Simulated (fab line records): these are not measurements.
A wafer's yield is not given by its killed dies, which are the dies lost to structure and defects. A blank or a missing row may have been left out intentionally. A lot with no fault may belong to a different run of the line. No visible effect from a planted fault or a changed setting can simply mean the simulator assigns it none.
fab line records    flow n5_finfet
record lots=11  wafers=33  last_day=16
route steps=1938 shown BEOL_M15@1822 TV_OPEN@1887 PASSIVATION@1906
lots that met no fault: taken from a fault-free run of the same line
start_h: start of the lot's first displayed wafer, in hours after the record's first day    wait_h: hours from the lot's prior step to this one    " the same as in the row above    L1.1+2: a single row standing in for several wafers    - no value, or no start was given    * or withheld: withheld    < > ~ a bound
route shown NAME@n: a module of which the file shows steps, and the number in the route of the first    usual: mean and standard deviation over wafers with no fault    same: alike in all rows    chamber/n: place in a boat    sites: each site's reading    _std_site: how widely they spread, as a standard deviation    _edge_site: mean of outer sites minus mean of inner sites    radius_mm: for every site, how far away it sits from the centre of the wafer    mask NAME#n: copy n    behind: the last tool/chamber to shape the wafer    hold: cause of the lot's hold/its duration in hours/its outcome    device: names the non-switching transistor (n, p or np)    end of line: tests run on the same wafers once the route is complete    step lacking rows: just its recipe    killed: not the wafer's yield, but the dies lost to structure and defects at the first sort    map: a wafer's dies, x killed, . not, _ none there
set.NAME: the run value of the setting; set.NAME@STEP: its run value at that earlier step    model.NAME: the simulator's own value behind a step, which no gauge read
steps of the route over a sample of lots; a table a step, a row a wafer
services: a tool's chamber out of use, with start hour (start_h, from the record's first day; less than 0 if before it), hours out, and reason
## steps
# step N5_BEOL_M15_ECD_47
# recipe material=Cu  target_thk_a=18600
lot.wafer   tool       chamber  start_h  wait_h
L287.1+2+5  ecd_cu-02  0,1,0    298.97   0.1
L288.1+4+5  ecd_cu-01  1,0,0    299.12   0.1
L290.1+2+4  ecd_cu-02  0,1,1    314.40   0.2
L289.3+4+6  ecd_cu-02  1,0,1    315.06   0.2
L293.3+5+6  ecd_cu-02  1,0,1    320.67   0.2
L291.1+3+5  ecd_cu-02  1,0,1    321.29   0.1
L292.3+4+6  ecd_cu-02  0,1,0    321.74   0.3
L295.3+4+5  ecd_cu-01  0,1,1    340.39   0.3
L294.1+3+4  ecd_cu-02  0,0,1    346.33   0.1
L299.3+5+6  ecd_cu-01  0,1,0    371.98   0.2
L298.1+3+5  ecd_cu-01  0        373.51   0.1
# step N5_PASSIVATION_PASS_ETCH_74
# recipe chemistry=CF4/O2  target=SiNx  target_depth_a=2200  time_s=110  ion_energy_ev=100  pressure_mtorr=40  source_w=535  bias_w=49  Ar_flow_sccm=100  cf4_flow_sccm=100  O2_flow_sccm=10
# usual drypump_motor_current_A=5.7/0.58  oes_product_au=0.80/0.088  rf_vpp_V=241/6.4  showerhead_plenum_p_Torr=2.20/0.063  throttle_valve_pct=15.95/0.28
lot.wafer  tool         chamber  start_h  wait_h  drypump_motor_current_A  oes_product_au  rf_hours_counter_h  rf_vpp_V  showerhead_plenum_p_Torr  throttle_valve_pct
L287.1     rie_diel-06  2        306.14   0.0     4.9                      0.85            70                  245       2.14                      15.53
L287.2     "            1        "        "       5.1                      0.70            248                 232       2.17                      16.14
L287.5     "            2        "        "       4.9                      0.84            -                   244       2.14                      15.53
L288.1     rie_diel-03  0        306.58   0.0     6.5                      0.90            34                  248       2.24                      15.54
L288.4     "            1        "        "       5.7                      0.84            -                   237       2.23                      15.76
L288.5     "            0        "        "       6.5                      0.91            -                   249       2.24                      15.53
L289.3     rie_diel-06  0        324.12   0.0     6.2                      0.71            210                 240       2.10                      16.23
L289.4     "            3        "        "       5.7                      0.76            -                   254       2.29                      16.02
L289.6     "            0        "        "       6.2                      0.72            -                   242       2.10                      16.25
L290.1     rie_diel-03  2        324.18   0.0     6.6                      0.90            26                  244       2.17                      15.91
L290.2     "            3        "        "       5.5                      0.97            1                   237       2.25                      15.83
L290.4     "            3        "        "       5.4                      0.98            -                   238       2.25                      15.83
L291.1     rie_diel-06  2        328.88   0.0     5.0                      0.83            78                  245       2.14                      15.54
L291.3     "            3        "        "       5.7                      0.76            148                 254       2.29                      16.01
L291.5     "            2        "        "       5.0                      0.83            -                   242       2.14                      15.54
L293.3     rie_diel-03  2        329.17   0.0     6.6                      0.89            27                  242       2.17                      15.91
L293.5     "            3        "        "       5.4                      0.97            -                   236       2.25                      15.83
L293.6     "            0        "        "       6.5                      0.89            -                   246       2.23                      15.54
L292.3     rie_diel-01  1        330.03   0.0     4.8                      0.67            238                 236       2.26                      16.07
L292.4     "            0        "        "       5.2                      0.74            190                 237       2.20                      16.38
L292.6     "            0        "        "       5.2                      0.74            -                   237       2.20                      16.38
L295.3     rie_diel-01  1        348.55   0.0     4.8                      0.68            245                 237       2.25                      16.09
L295.4     "            0        "        "       5.2                      0.74            196                 236       2.20                      16.39
L295.5     "            1        "        "       4.8                      0.67            -                   238       2.25                      16.10
L294.1     rie_diel-01  1        356.01   0.0     4.9                      0.68            247                 237       2.25                      16.10
L294.3     "            2        "        "       6.0                      0.76            140                 235       2.23                      16.16
L294.4     "            0        "        "       5.2                      0.74            198                 236       2.20                      16.40
L299.3     rie_diel-06  0        379.80   0.0     6.2                      0.71            229                 242       2.09                      16.30
L299.5     "            2        "        "       5.0                      0.81            -                   245       2.13                      15.59
L299.6     "            1        "        "       5.0                      0.95            -                   231       2.17                      15.68
L298.1     rie_diel-06  0        385.34   0.0     6.3                      0.70            229                 242       2.09                      16.30
L298.3     "            1        "        "       5.0                      0.94            13                  231       2.17                      15.68
L298.5     "            2        "        "       5.0                      0.82            -                   244       2.13                      15.57
# step N5_PASSIVATION_OVL_MEAS_63
# recipe points_per_wafer=44
# usual PAD_OVL=-1/5.5
lot.wafer  tool        chamber  start_h  wait_h  PAD_OVL[nm]
L287.1     overlay-02  0        307.78   0.0     2
L287.2     "           0        "        "       4
L287.5     "           0        "        "       5
L288.1     overlay-02  0        309.53   0.0     -9
L288.4     "           0        "        "       -6
L288.5     "           0        "        "       -3
L289.3     overlay-02  0        326.03   0.0     2
L289.4     "           0        "        "       1
L289.6     "           0        "        "       6
L290.1     overlay-01  0        326.21   0.0     -9
L290.2     "           0        "        "       -9
L290.4     "           0        "        "       -6
L291.1     overlay-01  0        330.44   0.0     1
L291.3     "           0        "        "       -9
L291.5     "           0        "        "       -4
L293.3     overlay-01  0        330.78   0.0     -12
L293.5     "           0        "        "       -5
L293.6     "           0        "        "       -9
L292.3     overlay-01  0        331.62   0.0     -11
L292.4     "           0        "        "       -6
L292.6     "           0        "        "       -12
L295.3     overlay-01  0        350.09   0.0     -4
L295.4     "           0        "        "       -6
L295.5     "           0        "        "       0
L294.1     overlay-01  0        357.75   0.0     -2
L294.3     "           0        "        "       -3
L294.4     "           0        "        "       -1
L299.3     overlay-01  0        385.76   0.0     -5
L299.5     "           0        "        "       -1
L299.6     "           0        "        "       -5
L298.1     overlay-02  0        386.76   0.0     -7
L298.3     "           0        "        "       -3
L298.5     "           0        "        "       0
# step N5_PASSIVATION_DESCUM_46
# recipe chemistry=O2  time_s=7.9  source_power_w=50  bias_power_w=20  pressure_mtorr=20  rf_frequency_hz=2.712e+07  temp_c=40  o2_flow_sccm=225
# usual drypump_motor_current_A=5.7/0.4  oes_product_au=0.82/0.067  rf_vpp_V=243.3/1.3  showerhead_plenum_p_Torr=2.09/0.071  throttle_valve_pct=20.24/0.2
lot.wafer  tool         chamber  start_h  wait_h  drypump_motor_current_A  oes_product_au  rf_hours_counter_h  rf_vpp_V  showerhead_plenum_p_Torr  throttle_valve_pct
L287.1     rie_diel-04  1        310.44   0.4     5.3                      0.82            89                  242.2     2.12                      20.32
L287.2     "            0        "        "       5.2                      0.84            45                  243.7     2.03                      19.83
L287.5     "            2        "        "       5.8                      0.93            -                   242.7     2.03                      20.17
L288.1     rie_diel-02  2        311.49   0.0     6.2                      0.78            121                 245.9     2.19                      20.31
L288.4     "            0        "        "       5.8                      0.69            234                 242.2     1.98                      20.42
L288.5     "            3        "        "       5.7                      0.84            -                   242.1     2.12                      20.08
L289.3     rie_diel-02  2        327.82   0.0     6.2                      0.77            126                 244.4     2.19                      20.30
L289.4     "            1        "        "       5.3                      0.79            103                 243.6     2.11                      20.32
L289.6     "            2        "        "       6.2                      0.76            -                   244.3     2.19                      20.31
L290.1     rie_diel-05  1        328.13   0.0     5.6                      0.79            96                  241.5     2.02                      20.50
L290.2     "            3        "        "       5.2                      0.81            84                  244.6     2.20                      20.33
L290.4     "            0        "        "       5.7                      0.83            78                  244.3     2.02                      20.30
L293.3     rie_diel-04  1        332.71   0.0     5.4                      0.81            96                  243.2     2.11                      20.34
L293.5     "            0        "        "       5.3                      0.84            -                   242.7     2.02                      19.85
L293.6     "            2        "        "       5.8                      0.92            -                   241.2     2.02                      20.20
L291.1     rie_diel-04  2        333.30   0.5     5.8                      0.91            38                  243.4     2.02                      20.18
L291.3     "            0        "        "       5.2                      0.84            53                  242.0     2.03                      19.85
L291.5     "            0        "        "       5.2                      0.84            -                   242.4     2.03                      19.84
L292.3     rie_diel-04  2        334.09   0.2     5.8                      0.92            38                  243.1     2.02                      20.19
L292.4     "            2        "        "       5.7                      0.92            -                   241.1     2.02                      20.19
L292.6     "            1        "        "       5.4                      0.80            -                   243.2     2.11                      20.34
L295.3     rie_diel-04  1        352.32   0.4     5.4                      0.81            101                 243.1     2.11                      20.34
L295.4     "            0        "        "       5.2                      0.83            -                   242.4     2.02                      19.85
L295.5     "            1        "        "       5.4                      0.81            -                   243.1     2.11                      20.34
L294.1     rie_diel-02  3        359.68   0.0     5.7                      0.83            78                  243.6     2.11                      20.11
L294.3     "            2        "        "       6.2                      0.75            138                 244.7     2.19                      20.33
L294.4     "            1        "        "       5.2                      0.78            -                   243.9     2.10                      20.34
L299.3     rie_diel-02  3        387.70   0.1     5.7                      0.81            87                  242.9     2.11                      20.13
L299.5     "            1        "        "       5.3                      0.78            -                   244.4     2.10                      20.36
L299.6     "            0        "        "       5.8                      0.98            -                   245.2     2.23                      20.06
L298.1     rie_diel-04  3        388.76   0.0     6.5                      0.99            8                   244.5     2.15                      20.18
L298.3     "            1        "        "       5.4                      0.79            115                 242.0     2.11                      20.36
L298.5     "            0        "        "       5.2                      0.82            -                   243.7     2.02                      19.89
# step N5_PASSIVATION_PROBE_49
# usual defect_limited_yield=91.3/1.7  killed_at_M0_to_M3=33/11  killed_at_M4_up=14/5.5  killed_at_contacts=13/6.5  killed_at_front_end=39/13  killed_at_other=3.4/2.9  killed_dies=103/20  killed_on_rim=14/4.3  killed_open=69/15  killed_short=32/8.1  sort_bin_5_function=5.1/1.1  sort_bin_6_memory=3.3/0.74  sort_bin_8_speed=0.00/0.014  sort_n_pass=1077/20  sort_yield_pct=91.3/1.7
# same gross_dies=1180  killed_at_back_side=0  sort_bin_4_leakage[%]=0
lot.wafer  tool       chamber  start_h  wait_h  defect_limited_yield[%]  killed_at_M0_to_M3  killed_at_M4_up  killed_at_contacts  killed_at_front_end  killed_at_other  killed_dies  killed_on_rim  killed_open  killed_short  sort_bin_5_function[%]  sort_bin_6_memory[%]  sort_bin_8_speed[%]  sort_n_pass  sort_yield_pct[%]
L287.1     prober-02  -        313.48   0.0     88.1                     46                  28               8                   55                   3                140          18             91           44            6.8                     4.3                   0                    1040         88.1
L287.2     prober-02  -        313.53   0.1     86.9                     45                  14               21                  73                   2                155          19             112          39            8.5                     4.1                   0                    1025         86.9
L287.5     prober-02  -        313.68   0.2     90.0                     52                  16               18                  30                   2                118          15             84           33            5.1                     4.5                   0                    1062         90.0
L289.3     prober-01  -        331.01   0.1     91.6                     30                  17               6                   36                   10               99           18             62           37            5.2                     2.8                   0                    1081         91.6
L289.4     prober-01  -        331.06   0.2     90.8                     42                  15               15                  36                   1                109          11             83           26            5.4                     3.6                   0                    1071         90.8
L289.6     prober-01  -        331.16   0.3     90.5                     30                  14               14                  50                   4                112          18             77           32            5.6                     3.2                   0                    1068         90.5
L290.1     prober-02  -        331.77   0.0     89.9                     29                  23               18                  42                   7                119          16             87           32            6.6                     3.2                   0                    1061         89.9
L290.2     prober-02  -        331.82   0.1     89.7                     35                  24               15                  42                   5                121          18             84           35            5.8                     4.0                   0                    1059         89.7
L290.4     prober-02  -        331.92   0.2     90.6                     36                  21               5                   45                   4                111          15             76           32            6.0                     3.1                   0.08                 1068         90.5
L294.1     prober-02  -        362.74   0.0     88.7                     31                  6                13                  71                   12               133          26             83           50            6.4                     4.6                   0                    1047         88.7
L294.3     prober-02  -        362.84   0.1     91.3                     25                  17               21                  37                   3                103          16             73           30            5.1                     3.6                   0                    1077         91.3
L294.4     prober-02  -        362.89   0.2     91.1                     31                  12               14                  46                   2                105          16             75           29            5.2                     3.4                   0                    1075         91.1
L299.3     prober-01  -        390.85   0.1     45.8                     14                  583              6                   35                   1                639          71             55           11            33.7                    17.5                  0                    541          45.8
L299.5     prober-01  -        390.95   0.2     93.0                     11                  17               13                  35                   7                83           13             56           26            4.2                     2.5                   0                    1097         93.0
L299.6     prober-01  -        391.00   0.3     46.4                     12                  585              20                  14                   2                633          74             38           20            34.4                    15.0                  0                    547          46.4
L298.1     prober-01  -        391.80   0.0     44.3                     19                  604              7                   23                   4                657          86             48           15            36.8                    15.9                  0                    523          44.3
L298.3     prober-01  -        391.90   0.1     45.0                     24                  569              9                   46                   1                649          82             46           42            33.6                    17.4                  0                    531          45.0
L298.5     prober-01  -        392.00   0.2     46.0                     32                  564              13                  25                   3                637          72             53           27            34.4                    16.6                  0                    543          46.0
# killed by level:class
L287.1 STI_FIN_REVEAL:geometric_particle:open=18 BEOL_M0_SAQP:geometric_particle:short=12 BEOL_M0_SAQP:geometric_particle:open=11 FIN_SAQP:geometric_particle:open=10 BEOL_M3:geometric_particle:open=9 FIN_SAQP:geometric_particle:short=6 BEOL_M2:geometric_particle:open=6 BEOL_M5:geometric_particle:open=6
L287.2 STI_FIN_REVEAL:geometric_particle:open=35 FIN_SAQP:geometric_particle:open=16 MOL_CONTACT_COAG:geometric_particle:open=16 BEOL_M0_SAQP:geometric_particle:short=14 BEOL_M0_SAQP:geometric_particle:open=8 BEOL_M2:geometric_particle:open=8 BEOL_M3:geometric_particle:open=7 BEOL_M5:geometric_particle:open=7
L287.5 BEOL_M0_SAQP:geometric_particle:open=17 STI_FIN_REVEAL:geometric_particle:open=11 BEOL_M1:geometric_particle:open=11 MOL_CONTACT_COAG:geometric_particle:open=10 MOL_CONTACT_COAG:geometric_particle:short=8 BEOL_M3:geometric_particle:open=8 BEOL_M4:geometric_particle:open=8 BEOL_M0_SAQP:geometric_particle:short=6
L289.3 FIN_SAQP:geometric_particle:open=8 BEOL_M4:geometric_particle:open=8 BEOL_M3:geometric_particle:open=7 GATE_CUT:geometric_particle:open=6 FIN_SAQP:geometric_particle:short=5 GATE_CUT:geometric_particle:short=5 MOL_CONTACT_COAG:geometric_particle:open=5 BEOL_M0_SAQP:geometric_particle:short=5
L289.4 MOL_CONTACT_COAG:geometric_particle:open=14 STI_FIN_REVEAL:geometric_particle:open=11 BEOL_M0_SAQP:geometric_particle:open=9 BEOL_M0_SAQP:geometric_particle:short=9 BEOL_M2:geometric_particle:open=7 BEOL_M4:geometric_particle:open=7 FIN_SAQP:geometric_particle:open=6 BEOL_M1:geometric_particle:open=6
L289.6 FIN_SAQP:geometric_particle:open=16 MOL_CONTACT_COAG:geometric_particle:open=11 GATE_CUT:geometric_particle:short=8 BEOL_M0_SAQP:geometric_particle:open=8 BEOL_M3:geometric_particle:open=6 BEOL_M4:geometric_particle:open=6 FIN_SAQP:geometric_particle:short=5 GATE_CUT:geometric_particle:open=5
L290.1 MOL_CONTACT_COAG:geometric_particle:open=17 BEOL_M4:geometric_particle:open=14 BEOL_M0_SAQP:geometric_particle:open=11 DUMMY_GATE:geometric_particle:open=8 BEOL_M1:geometric_particle:open=8 FIN_SAQP:geometric_particle:open=7 STI_FIN_REVEAL:geometric_particle:open=6 GATE_CUT:geometric_particle:short=5
L290.2 FIN_SAQP:geometric_particle:open=12 MOL_CONTACT_COAG:geometric_particle:open=12 BEOL_M4:geometric_particle:open=11 BEOL_M0_SAQP:geometric_particle:open=9 BEOL_M1:geometric_particle:open=9 BEOL_M5:geometric_particle:open=7 BEOL_M0_SAQP:geometric_particle:short=6 FIN_SAQP:geometric_particle:short=4
L290.4 BEOL_M4:geometric_particle:open=12 FIN_SAQP:geometric_particle:open=11 STI_FIN_REVEAL:geometric_particle:open=7 BEOL_M3:geometric_particle:open=7 BEOL_M0_SAQP:geometric_particle:short=6 BEOL_M2:geometric_particle:open=6 FIN_SAQP:geometric_particle:short=5 DUMMY_GATE:geometric_particle:open=5
L294.1 FIN_SAQP:geometric_particle:open=20 BEOL_M1:geometric_particle:open=16 STI_FIN_REVEAL:geometric_particle:open=14 FIN_SAQP:geometric_particle:short=11 MOL_CONTACT_COAG:geometric_particle:open=10 BEOL_M0_SAQP:geometric_particle:short=7 GATE_CUT:geometric_particle:short=6 PAD_METAL:geometric_particle:short=5
L294.3 MOL_CONTACT_COAG:geometric_particle:open=18 STI_FIN_REVEAL:geometric_particle:open=11 BEOL_M1:geometric_particle:open=10 FIN_SAQP:geometric_particle:open=7 BEOL_M4:geometric_particle:open=7 FIN_SAQP:geometric_particle:short=6 BEOL_M0_SAQP:geometric_particle:open=5 BEOL_M1:geometric_particle:short=4
L294.4 MOL_CONTACT_COAG:geometric_particle:open=12 STI_FIN_REVEAL:geometric_particle:open=10 DUMMY_GATE:geometric_particle:open=10 BEOL_M4:geometric_particle:open=9 FIN_SAQP:geometric_particle:open=7 BEOL_M0_SAQP:geometric_particle:short=7 BEOL_M2:geometric_particle:open=7 BEOL_M0_SAQP:geometric_particle:open=6
L299.3 BEOL_M15:unspecified=572 STI_FIN_REVEAL:geometric_particle:open=13 MOL_CONTACT_COAG:geometric_particle:open=6 BEOL_M4:geometric_particle:open=6 FIN_SAQP:geometric_particle:open=5 BEOL_M1:geometric_particle:open=5 DUMMY_GATE:geometric_particle:open=4 GATE_CUT:geometric_particle:open=3
L299.5 STI_FIN_REVEAL:geometric_particle:open=9 MOL_CONTACT_COAG:geometric_particle:open=9 STARTING-WAFER:geometric_particle:short=7 BEOL_M4:geometric_particle:open=7 FIN_SAQP:geometric_particle:open=4 DUMMY_GATE:geometric_particle:open=4 ILD0:geometric_particle:open=4 BEOL_M2:geometric_particle:open=4
L299.6 BEOL_M15:unspecified=573 MOL_CONTACT_COAG:geometric_particle:open=17 FIN_SAQP:geometric_particle:short=4 BEOL_M5:geometric_particle:open=4 BEOL_M0_SAQP:geometric_particle:short=3 MOL_CONTACT_COAG:geometric_particle:short=3 BEOL_M0:geometric_particle:open=3 FIN_CUT:geometric_particle:open=2
L298.1 BEOL_M15:unspecified=593 BEOL_M2:geometric_particle:open=9 MOL_CONTACT_COAG:geometric_particle:open=6 STI_FIN_REVEAL:geometric_particle:open=5 FIN_SAQP:geometric_particle:short=4 FIN_SAQP:geometric_particle:open=4 BEOL_M3:geometric_particle:open=4 BEOL_M4:geometric_particle:open=4
L298.3 BEOL_M15:unspecified=561 FIN_SAQP:geometric_particle:short=15 FIN_SAQP:geometric_particle:open=11 MOL_CONTACT_COAG:geometric_particle:open=6 BEOL_M0_SAQP:geometric_particle:short=6 BEOL_M2:geometric_particle:short=5 STARTING-WAFER:geometric_particle:open=5 BEOL_M0_SAQP:geometric_particle:open=4
L298.5 BEOL_M15:unspecified=556 MOL_CONTACT_COAG:geometric_particle:open=10 BEOL_M2:geometric_particle:open=9 BEOL_M0_SAQP:geometric_particle:short=8 BEOL_M3:geometric_particle:open=7 FIN_SAQP:geometric_particle:short=6 BEOL_M0_SAQP:geometric_particle:open=5 FIN_SAQP:geometric_particle:open=4
## services
tool         chamber  start_h  hours  kind
rie_diel-06  1        290.13   8.6    repair
rie_diel-01  -        294.76   1.2    repair
rie_diel-04  3        302.35   11.0   repair
rie_diel-05  -        312.36   2.8    pm
rie_diel-06  1        312.47   -      clean
rie_diel-06  1        312.47   -      consumable_replace:focus_ring
rie_diel-06  1        312.47   21.9   scheduled_down
rie_diel-06  1        312.47   21.9   vent_cycle
ecd_cu-01    -        318.18   9.1    pm
rie_diel-04  3        329.41   -      clean
rie_diel-04  3        329.41   -      consumable_replace:focus_ring
rie_diel-04  3        329.41   35.7   scheduled_down
rie_diel-04  3        329.41   35.7   vent_cycle
rie_diel-04  -        337.78   6.8    repair
ecd_cu-02    -        340.15   5.4    pm
rie_diel-02  -        344.64   0.3    repair
rie_diel-05  3        351.58   8.8    repair
rie_diel-02  0        354.63   -      clean
rie_diel-02  0        354.63   -      consumable_replace:focus_ring
rie_diel-02  0        354.63   -      consumable_replace:showerhead
rie_diel-02  0        354.63   22.2   scheduled_down
rie_diel-03  -        357.61   13.2   repair
rie_diel-06  -        363.75   0.3    repair
rie_diel-05  2        364.74   10.6   repair
## key
first_sign step=N5_PASSIVATION_PROBE_49  reading=killed_at_M4_up  direction=up  sigmas=99+  usual=14  struck=581
effect step=N5_PASSIVATION_PROBE_49  reading=defect_limited_yield  direction=down  sigmas=27  usual=91.3  struck=45.5
more_kills_born_at N5_BEOL_M15_ECD_47@ecd_cu-01=2855
met_at N5_BEOL_M15_ECD_47
struck_lots L298,L299
struck_wafers L298.1,L298.3,L298.5,L299.3,L299.6
not_acting_at N5_PASSIVATION_PASS_ETCH_74,N5_PASSIVATION_OVL_MEAS_63,N5_PASSIVATION_DESCUM_46
onset_between 340.39 371.98
fault kind=chamber_particle_source  tool=ecd_cu-01  chamber=0  onset_h=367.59  steps=N5_BEOL_M15_ECD_47  rate_per_visit_cm2=1.318  end_h=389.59
